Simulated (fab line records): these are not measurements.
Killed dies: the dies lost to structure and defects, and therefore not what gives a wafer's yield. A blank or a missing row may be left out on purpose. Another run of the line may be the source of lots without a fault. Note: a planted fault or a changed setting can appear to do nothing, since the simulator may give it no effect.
fab line records | flow nand_harc | part 2 of 2: steps 5 to 6 of 6
[record] lots = 20 | wafers = 60 | last_day = 24
route steps=1159 shown A_STAIRCASE@547
lots that met no fault: taken from a fault-free run of the same line
start_h: the number of hours between the record's first day and the start of the first shown wafer of the lot | wait_h: hours from the lot's prior step to this one | " repeats the value in the row above | L1.1+2: a row that stands for several wafers | - either no value or no given start | * or withheld: withheld | < > ~ a bound
route shown NAME@n: names a module that has steps shown in the file, with the first one's number in the route | usual: mean/standard deviation of fault-free wafers | same: alike in all rows | chamber/n: place in a boat | sites: the reading at each site | _std_site: standard deviation of those values | _edge_site: inner sites' mean taken away from outer sites' mean | radius_mm: for every site, how far away it sits from the centre of the wafer | mask NAME#n: copy n | behind: the last tool/chamber to shape the wafer | hold: the reason the lot was held/the length of the hold in hours/how it ended | device: the transistor (n, p or np) that didn't switch | end of line: at the end of the route, the tests of the same wafers | a step without rows: its recipe alone | killed: count of dies lost to structure and defects at first sort (not the wafer's yield) | map: shows each die of a wafer: x if killed, . if not, _ if none is there
set.NAME: the setting the step ran with; set.NAME@STEP: the setting that earlier step ran with | model.NAME: the simulator's own value behind a step, which no gauge read
a sample of lots followed through the steps of the route, with each step as a table and each wafer as a row
services: the hour from which a tool's chamber was out of use, counted from the record's first day as start_h (under 0 if before that day), plus the number of hours and why
[[steps]]
[step NHARC_A_STAIRCASE_DESCUM_219]
[recipe] time_s = 3 | o2_flow_sccm = 200 | ar_flow_sccm = 0 | bias_power_w = 0 | chemistry = O2
[usual] drypump_motor_current_A = 5.7/0.39 | oes_product_au = 1.003/0.0092 | rf_vpp_V = 57.4/0.84 | showerhead_plenum_p_Torr = 1.87/0.074 | throttle_valve_pct = 11.312/0.0093
lot.wafer | tool        | chamber | start_h | wait_h | drypump_motor_current_A | oes_product_au | rf_hours_counter_h | rf_vpp_V | showerhead_plenum_p_Torr | throttle_valve_pct
L076.1    | rie_diel-08 | 3       | 260.37  | -      | 5.5                     | 0.996          | 48                 | 56.4     | 1.80                     | 11.314
L076.5    | "           | 2       | "       | "      | 6.0                     | 0.990          | -                  | 56.3     | 1.83                     | 11.295
L076.6    | "           | 3       | "       | "      | 5.6                     | 0.997          | -                  | 56.7     | 1.80                     | 11.307
L074.3    | rie_diel-08 | 2       | 261.51  | -      | 6.0                     | 0.992          | 35                 | 58.1     | 1.83                     | 11.326
L074.2    | "           | 3       | "       | "      | 5.5                     | 0.988          | 49                 | 58.8     | 1.80                     | 11.315
L074.4    | "           | 0       | "       | "      | 5.8                     | 1.021          | 48                 | 57.5     | 1.80                     | 11.315
L075.3    | rie_diel-01 | 3       | 262.90  | -      | 5.4                     | 0.983          | 42                 | 57.5     | 1.89                     | 11.313
L075.4    | "           | 0       | "       | "      | 6.7                     | 1.004          | 46                 | 57.1     | 1.79                     | 11.306
L075.6    | "           | 3       | "       | "      | 5.3                     | 0.990          | -                  | 58.5     | 1.89                     | 11.317
L079.1    | rie_diel-08 | 3       | 269.23  | -      | 5.5                     | 1.010          | 53                 | 56.4     | 1.80                     | 11.324
L079.2    | "           | 0       | "       | "      | 5.7                     | 1.017          | 53                 | 58.2     | 1.80                     | 11.307
L079.6    | "           | 0       | "       | "      | 5.8                     | 1.007          | -                  | 57.5     | 1.80                     | 11.312
L078.2    | rie_diel-08 | 1       | 271.02  | -      | 5.5                     | 1.001          | 46                 | 57.1     | 1.89                     | 11.308
L078.1    | "           | 3       | "       | "      | 5.5                     | 1.003          | 54                 | 58.0     | 1.80                     | 11.314
L078.4    | "           | 0       | "       | "      | 5.7                     | 1.017          | -                  | 56.5     | 1.80                     | 11.303
L081.2    | rie_diel-07 | 1       | 276.34  | -      | 5.6                     | 1.015          | 11                 | 57.2     | 1.90                     | 11.308
L081.1    | "           | 2       | "       | "      | 5.9                     | 1.010          | 11                 | 56.3     | 1.93                     | 11.303
L081.6    | "           | 1       | "       | "      | 5.7                     | 1.011          | -                  | 56.4     | 1.90                     | 11.307
L080.3    | rie_diel-08 | 1       | 276.49  | -      | 5.5                     | 1.017          | 49                 | 58.4     | 1.89                     | 11.318
L080.1    | "           | 3       | "       | "      | 5.5                     | 1.011          | 57                 | 56.3     | 1.80                     | 11.322
L080.6    | "           | 2       | "       | "      | 5.9                     | 0.986          | -                  | 58.2     | 1.83                     | 11.300
L084.2    | rie_diel-07 | 3       | 307.30  | -      | 5.2                     | 1.007          | 20                 | 58.4     | 1.89                     | 11.321
L084.1    | "           | 1       | "       | "      | 5.6                     | 1.007          | 19                 | 58.3     | 1.90                     | 11.312
L084.5    | "           | 2       | "       | "      | 5.9                     | 1.009          | -                  | 56.1     | 1.93                     | 11.312
L083.3    | rie_diel-08 | 2       | 313.24  | -      | 6.0                     | 0.999          | 0                  | 56.1     | 1.83                     | 11.311
L083.1    | "           | 0       | "       | "      | 5.7                     | 1.004          | 1                  | 57.5     | 1.80                     | 11.319
L083.6    | "           | 2       | "       | "      | 6.0                     | 1.001          | -                  | 57.5     | 1.83                     | 11.296
L086.1    | rie_diel-07 | 2       | 315.69  | -      | 6.0                     | 1.008          | 25                 | 57.0     | 1.93                     | 11.310
L086.6    | "           | 2       | "       | "      | 5.9                     | 1.003          | -                  | 58.6     | 1.93                     | 11.313
L086.5    | "           | 3       | "       | "      | 5.3                     | 0.986          | -                  | 57.6     | 1.89                     | 11.303
L088.2    | rie_diel-07 | 0       | 316.60  | -      | 5.8                     | 1.015          | 24                 | 58.4     | 2.05                     | 11.306
L088.3    | "           | 2       | "       | "      | 5.9                     | 1.006          | 25                 | 56.9     | 1.93                     | 11.296
L088.6    | "           | 0       | "       | "      | 5.8                     | 1.011          | -                  | 58.5     | 2.05                     | 11.306
L085.4    | rie_diel-08 | 2       | 322.83  | -      | 6.0                     | 1.003          | 5                  | 57.8     | 1.83                     | 11.314
L085.1    | "           | 0       | "       | "      | 5.7                     | 1.006          | 8                  | 58.0     | 1.80                     | 11.306
L085.6    | "           | 1       | "       | "      | 5.5                     | 0.999          | -                  | 58.0     | 1.89                     | 11.290
L089.1    | rie_diel-08 | 2       | 336.50  | -      | 6.0                     | 0.996          | 12                 | 57.9     | 1.83                     | 11.317
L089.5    | "           | 1       | "       | "      | 5.5                     | 0.979          | -                  | 58.9     | 1.88                     | 11.319
L089.6    | "           | 2       | "       | "      | 6.0                     | 1.002          | -                  | 59.1     | 1.83                     | 11.328
L087.4    | rie_diel-01 | 3       | 336.87  | -      | 5.3                     | 0.986          | 6                  | 56.8     | 1.88                     | 11.310
L087.1    | "           | 1       | "       | "      | 5.1                     | 1.008          | 5                  | 57.3     | 1.80                     | 11.329
L087.3    | "           | 2       | "       | "      | 6.0                     | 1.005          | 5                  | 58.3     | 1.96                     | 11.312
L090.4    | rie_diel-07 | 1       | 346.39  | -      | 5.6                     | 1.008          | 37                 | 55.4     | 1.89                     | 11.312
L090.6    | "           | 3       | "       | "      | 5.3                     | 0.983          | -                  | 57.9     | 1.89                     | 11.303
L090.5    | "           | 0       | "       | "      | 5.8                     | 1.009          | -                  | 57.0     | 2.04                     | 11.302
L091.3    | rie_diel-01 | 2       | 357.50  | -      | 6.0                     | 1.005          | 11                 | 57.9     | 1.96                     | 11.299
L091.4    | "           | 0       | "       | "      | 6.7                     | 1.014          | 13                 | 55.7     | 1.78                     | 11.320
L091.1    | "           | 1       | "       | "      | 5.1                     | 0.998          | 11                 | 57.1     | 1.80                     | 11.308
L092.4    | rie_diel-07 | 3       | 357.78  | -      | 5.2                     | 0.988          | 42                 | 57.5     | 1.88                     | 11.313
L092.6    | "           | 2       | "       | "      | 6.0                     | 1.007          | -                  | 56.6     | 1.92                     | 11.310
L092.5    | "           | 3       | "       | "      | 5.3                     | 0.986          | -                  | 56.5     | 1.89                     | 11.328
L095.4    | rie_diel-08 | 3       | 377.02  | -      | 5.5                     | 0.986          | 30                 | 57.0     | 1.79                     | 11.330
L095.2    | "           | 0       | "       | "      | 5.8                     | 1.001          | 31                 | 57.4     | 1.79                     | 11.309
L095.1    | "           | 2       | "       | "      | 6.0                     | 1.002          | 27                 | 57.7     | 1.82                     | 11.301
L096.3    | rie_diel-01 | 1       | 382.65  | -      | 5.1                     | 0.991          | 19                 | 57.5     | 1.80                     | 11.301
L096.4    | "           | 2       | "       | "      | 6.0                     | 1.002          | 20                 | 58.6     | 1.96                     | 11.316
L096.6    | "           | 3       | "       | "      | 5.3                     | 0.997          | -                  | 56.9     | 1.87                     | 11.307
L097.1    | rie_diel-01 | 1       | 384.59  | -      | 5.1                     | 0.998          | 20                 | 57.0     | 1.80                     | 11.329
L097.4    | "           | 2       | "       | "      | 6.0                     | 0.994          | 20                 | 56.8     | 1.96                     | 11.313
L097.2    | "           | 3       | "       | "      | 5.3                     | 0.992          | 24                 | 58.4     | 1.87                     | 11.308
[step NHARC_A_STAIRCASE_TRIM_235]
[recipe] time_s = 211.2 | o2_flow_sccm = 500 | ar_flow_sccm = 0 | bias_w = 0 | chemistry = O2
[usual] drypump_motor_current_A = 5.7/0.43 | oes_product_au = 1.004/0.0095 | rf_vpp_V = 57.5/0.8 | showerhead_plenum_p_Torr = 3.43/0.12 | throttle_valve_pct = 17.035/0.0088
lot.wafer | tool        | chamber | start_h | wait_h | drypump_motor_current_A | oes_product_au | rf_hours_counter_h | rf_vpp_V | showerhead_plenum_p_Torr | throttle_valve_pct
L076.1    | rie_diel-01 | 3       | -       | -      | 5.4                     | 0.987          | 42                 | 58.2     | 3.48                     | 17.032
L076.6    | "           | 0       | "       | "      | 6.7                     | 1.007          | -                  | 57.9     | 3.31                     | 17.042
L076.5    | "           | 1       | "       | "      | 5.1                     | 1.012          | -                  | 56.5     | 3.36                     | 17.047
L074.3    | rie_diel-08 | 1       | -       | -      | 5.5                     | 1.005          | 42                 | 57.7     | 3.49                     | 17.043
L074.4    | "           | 2       | "       | "      | 6.0                     | 0.990          | 36                 | 57.7     | 3.39                     | 17.027
L074.2    | "           | 3       | "       | "      | 5.6                     | 1.021          | 49                 | 57.6     | 3.33                     | 17.036
L075.3    | rie_diel-08 | 3       | -       | -      | 5.6                     | 1.004          | 51                 | 56.9     | 3.33                     | 17.034
L075.4    | "           | 1       | "       | "      | 5.5                     | 1.018          | -                  | 57.9     | 3.49                     | 17.034
L075.6    | "           | 0       | "       | "      | 5.7                     | 1.017          | -                  | 58.8     | 3.33                     | 17.038
L079.1    | rie_diel-01 | 0       | -       | -      | 6.7                     | 1.015          | 53                 | 57.5     | 3.31                     | 17.039
L079.2    | "           | 1       | "       | "      | 5.1                     | 1.014          | 54                 | 58.9     | 3.35                     | 17.041
L079.6    | "           | 0       | "       | "      | 6.7                     | 1.018          | -                  | 57.5     | 3.31                     | 17.035
L078.4    | rie_diel-08 | 2       | -       | -      | 5.9                     | 0.992          | 37                 | 57.2     | 3.39                     | 17.029
L078.2    | "           | 0       | "       | "      | 5.8                     | 1.019          | 56                 | 58.4     | 3.33                     | 17.022
L078.1    | "           | 1       | "       | "      | 5.5                     | 1.006          | 48                 | 56.6     | 3.49                     | 17.048
L080.3    | rie_diel-07 | 3       | -       | -      | 5.2                     | 0.992          | 12                 | 56.0     | 3.50                     | 17.051
L080.1    | "           | 0       | "       | "      | 5.9                     | 1.007          | 11                 | 57.9     | 3.76                     | 17.034
L080.6    | "           | 2       | "       | "      | 5.9                     | 1.014          | -                  | 59.0     | 3.56                     | 17.044
L081.1    | rie_diel-08 | 2       | -       | -      | 6.0                     | 0.992          | 40                 | 57.2     | 3.39                     | 17.026
L081.2    | "           | 3       | "       | "      | 5.5                     | 1.004          | 58                 | 58.0     | 3.33                     | 17.042
L081.6    | "           | 1       | "       | "      | 5.5                     | 1.001          | -                  | 57.3     | 3.49                     | 17.039
L084.1    | rie_diel-07 | 1       | -       | -      | 5.6                     | 1.014          | 22                 | 57.0     | 3.50                     | 17.042
L084.2    | "           | 3       | "       | "      | 5.3                     | 0.995          | 23                 | 58.1     | 3.49                     | 17.046
L084.5    | "           | 1       | "       | "      | 5.7                     | 1.010          | -                  | 56.7     | 3.50                     | 17.032
L083.3    | rie_diel-08 | 1       | -       | -      | 5.5                     | 0.998          | 2                  | 57.4     | 3.48                     | 17.020
L083.1    | "           | 2       | "       | "      | 6.0                     | 1.010          | 2                  | 56.9     | 3.38                     | 17.025
L083.6    | "           | 0       | "       | "      | 5.8                     | 1.012          | -                  | 56.3     | 3.33                     | 17.021
L086.1    | rie_diel-07 | 2       | -       | -      | 6.0                     | 1.007          | 29                 | 57.6     | 3.55                     | 17.020
L086.5    | "           | 3       | "       | "      | 5.3                     | 1.000          | -                  | 57.3     | 3.49                     | 17.020
L086.6    | "           | 0       | "       | "      | 5.8                     | 1.016          | -                  | 58.1     | 3.75                     | 17.039
L088.3    | rie_diel-07 | 1       | -       | -      | 5.6                     | 1.020          | 27                 | 58.1     | 3.50                     | 17.019
L088.2    | "           | 3       | "       | "      | 5.3                     | 0.997          | 29                 | 59.5     | 3.49                     | 17.044
L088.6    | "           | 1       | "       | "      | 5.6                     | 1.013          | -                  | 58.5     | 3.50                     | 17.046
L085.1    | rie_diel-01 | 0       | -       | -      | 6.7                     | 1.010          | 0                  | 57.1     | 3.30                     | 17.037
L085.4    | "           | 2       | "       | "      | 6.0                     | 1.001          | 0                  | 57.2     | 3.61                     | 17.035
L085.6    | "           | 0       | "       | "      | 6.7                     | 1.006          | -                  | 57.1     | 3.30                     | 17.047
L089.1    | rie_diel-08 | 2       | -       | -      | 6.0                     | 1.001          | 13                 | 57.4     | 3.38                     | 17.029
L089.5    | "           | 3       | "       | "      | 5.6                     | 1.004          | -                  | 56.3     | 3.32                     | 17.036
L089.6    | "           | 0       | "       | "      | 5.7                     | 1.003          | -                  | 57.4     | 3.32                     | 17.029
L087.3    | rie_diel-01 | 1       | -       | -      | 5.1                     | 0.997          | 6                  | 57.2     | 3.34                     | 17.034
L087.1    | "           | 2       | "       | "      | 6.0                     | 0.988          | 6                  | 58.5     | 3.61                     | 17.042
L087.4    | "           | 0       | "       | "      | 6.7                     | 1.010          | 8                  | 56.5     | 3.30                     | 17.022
L090.4    | rie_diel-01 | 1       | -       | -      | 5.1                     | 0.995          | 8                  | 57.4     | 3.34                     | 17.032
L090.5    | "           | 3       | "       | "      | 5.3                     | 1.010          | -                  | 58.0     | 3.46                     | 17.044
L090.6    | "           | 0       | "       | "      | 6.7                     | 1.016          | -                  | 57.6     | 3.29                     | 17.028
L092.4    | rie_diel-01 | 1       | -       | -      | 5.1                     | 0.991          | 13                 | 57.0     | 3.34                     | 17.033
L092.6    | "           | 1       | "       | "      | 5.1                     | 0.993          | -                  | 56.2     | 3.34                     | 17.034
L092.5    | "           | 2       | "       | "      | 6.0                     | 0.999          | -                  | 58.2     | 3.61                     | 17.041
L091.1    | rie_diel-08 | 3       | -       | -      | 5.5                     | 1.002          | 22                 | 57.4     | 3.32                     | 17.047
L091.3    | "           | 0       | "       | "      | 5.7                     | 0.991          | 22                 | 58.6     | 3.32                     | 17.036
L091.4    | "           | 3       | "       | "      | 5.5                     | 0.997          | -                  | 57.5     | 3.31                     | 17.026
L095.4    | rie_diel-08 | 1       | -       | -      | 5.5                     | 0.999          | 21                 | 59.0     | 3.47                     | 17.039
L095.2    | "           | 3       | "       | "      | 5.6                     | 1.011          | 31                 | 56.1     | 3.31                     | 17.048
L095.1    | "           | 0       | "       | "      | 5.8                     | 1.003          | 31                 | 56.3     | 3.31                     | 17.025
L096.3    | rie_diel-08 | 0       | -       | -      | 5.8                     | 1.007          | 33                 | 56.7     | 3.31                     | 17.032
L096.4    | "           | 3       | "       | "      | 5.5                     | 0.996          | 33                 | 58.1     | 3.31                     | 17.027
L096.6    | "           | 0       | "       | "      | 5.7                     | 0.989          | -                  | 57.1     | 3.31                     | 17.026
L097.2    | rie_diel-01 | 2       | -       | -      | 6.0                     | 0.993          | 22                 | 56.8     | 3.60                     | 17.034
L097.1    | "           | 3       | "       | "      | 5.4                     | 0.994          | 25                 | 57.1     | 3.46                     | 17.041
L097.4    | "           | 0       | "       | "      | 6.7                     | 1.002          | -                  | 57.1     | 3.29                     | 17.028
[[services]]
tool        | chamber | start_h | hours | kind
rie_diel-08 | 0       | 232.99  | -     | clean
rie_diel-08 | 1       | 232.99  | -     | clean
rie_diel-08 | 2       | 232.99  | -     | clean
rie_diel-08 | 3       | 232.99  | -     | clean
rie_diel-08 | -       | 236.07  | 1.2   | repair
rie_diel-08 | 3       | 254.08  | 6.2   | repair
rie_diel-08 | 0       | 257.49  | -     | clean
rie_diel-08 | 1       | 257.49  | -     | clean
rie_diel-08 | 2       | 257.49  | -     | clean
rie_diel-08 | 0       | 281.99  | -     | clean
rie_diel-08 | 1       | 281.99  | -     | clean
rie_diel-08 | 2       | 281.99  | -     | clean
rie_diel-08 | 3       | 281.99  | -     | clean
rie_diel-08 | -       | 302.88  | 9.0   | pm
rie_diel-08 | 0       | 302.88  | 9.0   | vent_cycle
rie_diel-08 | 1       | 302.88  | 9.0   | vent_cycle
rie_diel-08 | 2       | 302.88  | 9.0   | vent_cycle
rie_diel-08 | 3       | 302.88  | 9.0   | vent_cycle
rie_diel-08 | 0       | 311.88  | -     | clean
rie_diel-08 | 1       | 311.88  | -     | clean
rie_diel-01 | -       | 314.93  | 9.0   | pm
rie_diel-08 | -       | 321.30  | 0.4   | repair
rie_diel-08 | 1       | 348.57  | 18.6  | repair
rie_diel-01 | 1       | 385.95  | 10.3  | repair
